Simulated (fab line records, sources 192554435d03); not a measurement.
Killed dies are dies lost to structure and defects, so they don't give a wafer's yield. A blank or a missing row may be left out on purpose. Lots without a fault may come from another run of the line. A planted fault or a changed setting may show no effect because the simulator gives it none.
Split-lot experiment | flow n5_finfet | 7 lots, 21 wafers read, on a route of 1938 steps

THE SPLIT
At N5_BEOL_M7_COAT_05 (resist thk 90 nm), the setting spin_rpm was moved away from the recipe's 1500 rpm on 7 of the 21 wafers read, by -9.0% to +10.7%. The other wafers ran this setting at the recipe's value.

FROM THE SPLIT TO THE READING: what the file shows between them, 3 steps
- N5_BEOL_M7_EBR_07
- N5_BEOL_M7_SOFTBAKE_06: time 60 s
- N5_BEOL_M7_DESCUM_16: chemistry O2, time 7.9 s

THE READING
CAR-ArF_of_BEOL_M7_COAT_05.thk_nm (the simulator's own value, which no gauge read), in nm, at N5_BEOL_M7_ETCH_61 (etches SiARC in CF4, target depth 45.5 nm, time 75.8 s). The file gives no usual value for it. The 14 wafers here that ran the recipe average 50.8 nm, standard deviation 0.2 nm.

wafer  | tool, chamber at the split | spin_rpm as run, rpm | against the recipe | CAR-ArF_of_BEOL_M7_COAT_05.thk_nm, nm | against lot-mates on the recipe
L084.3 | litho_track-02, 0          | 1500                 | recipe             | 50.8                                  | -
L084.4 | litho_track-02, 0          | 1365                 | -9.0%              | 55.6                                  | +4.8
L084.5 | litho_track-02, 0          | 1365                 | -9.0%              | 55.2                                  | +4.4
L090.1 | litho_track-05, 0          | 1407                 | -6.2%              | 53.6                                  | +2.9
L090.2 | litho_track-05, 0          | 1500                 | recipe             | 50.6                                  | -
L090.5 | litho_track-05, 0          | 1500                 | recipe             | 50.8                                  | -
L088.1 | litho_track-02, 0          | 1500                 | recipe             | 50.6                                  | -
L088.4 | litho_track-02, 0          | 1418                 | -5.5%              | 53.4                                  | +2.8
L088.5 | litho_track-02, 0          | 1418                 | -5.5%              | 53.2                                  | +2.6
L087.1 | litho_track-04, 0          | 1500                 | recipe             | 51                                    | -
L087.5 | litho_track-04, 0          | 1397                 | -6.9%              | 54.4                                  | +3.5
L087.6 | litho_track-04, 0          | 1500                 | recipe             | 50.8                                  | -
L096.3 | litho_track-02, 0          | 1500                 | recipe             | 50.4                                  | -
L096.5 | litho_track-02, 0          | 1500                 | recipe             | 50.8                                  | -
L096.6 | litho_track-02, 0          | 1500                 | recipe             | 50.6                                  | -
L093.2 | litho_track-05, 0          | 1500                 | recipe             | 50.6                                  | -
L093.4 | litho_track-05, 0          | 1500                 | recipe             | 50.8                                  | -
L093.5 | litho_track-05, 0          | 1500                 | recipe             | 51                                    | -
L095.1 | litho_track-04, 0          | 1500                 | recipe             | 50.6                                  | -
L095.2 | litho_track-04, 0          | 1661                 | +10.7%             | 46.2                                  | -4.7
L095.5 | litho_track-04, 0          | 1500                 | recipe             | 51.2                                  | -

THE FIT
A straight line over all 21 wafers: CAR-ArF_of_BEOL_M7_COAT_05.thk_nm changes by -0.475 nm for each +1% of spin_rpm; r = -0.99; the points scatter about the line by 0.26 nm.
The same after taking each lot's own level away (the mean of its wafers on the recipe; 21 wafers): -0.48 nm for each +1%; r = -1.00; scatter 0.21 nm.
On that fit, the largest move of spin_rpm shifts the reading by 5.2 nm.
The lots' own levels span 50.60 to 50.90 nm, that is 1.5 times the standard deviation above.
So the lot-to-lot level changes the slope little: the two slopes agree.
Check: with one of the wafers moved furthest among these (+10.7%) left out of the fit, the line predicts -5.4 nm for it against its lot-mates. It came out at -4.7 nm against them.

OTHER SPLITS ON THESE WAFERS
These wafers also went through other splits before the reading. Each is held against what the fit with the lots' levels taken away leaves over:
other split on the same wafers | wafers away from the commonest value | r with CAR-ArF_of_BEOL_M7_COAT_05.thk_nm (lot level and that fit taken away)
N5_BEOL_M2_EXPOSE_08 dose_mj   | 5                                    | +0.15
N5_BEOL_M4_EXPOSE_25 dose_mj   | 9                                    | +0.11
N5_BEOL_M4_ALD_98 ald_cycles   | 6                                    | -0.06
N5_BEOL_M5_COAT_05 spin_rpm    | 10                                   | +0.15
N5_BEOL_M6_COAT_22 spin_rpm    | 7                                    | -0.11
N5_BEOL_M6_EXPOSE_25 dose_mj   | 7                                    | +0.07

THE WHOLE CHAIN: every reading that the file lists as answering this split, in the file's order
step                 | what it does                                           | reading                                                                            | change (the file's fit)               | r (the file's)
N5_BEOL_M7_COAT_05   | resist thk 90 nm                                       | CAR-ArF_of_BEOL_M7_COAT_05.thk_nm (the simulator's own value, which no gauge read) | -0.463 nm for each +1% of the setting | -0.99
N5_BEOL_M7_DESCUM_16 | chemistry O2, time 7.9 s                               | CAR-ArF_of_BEOL_M7_COAT_05.thk_nm (the simulator's own value, which no gauge read) | -0.468 nm for each +1% of the setting | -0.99
N5_BEOL_M7_ETCH_61   | etches SiARC in CF4, target depth 45.5 nm, time 75.8 s | CAR-ArF_of_BEOL_M7_COAT_05.thk_nm (the simulator's own value, which no gauge read) | -0.477 nm for each +1% of the setting | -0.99

THE FILE'S OWN FIT
CAR-ArF_of_BEOL_M7_COAT_05.thk_nm changes by -0.477 nm for each +1% of spin_rpm, r = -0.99.
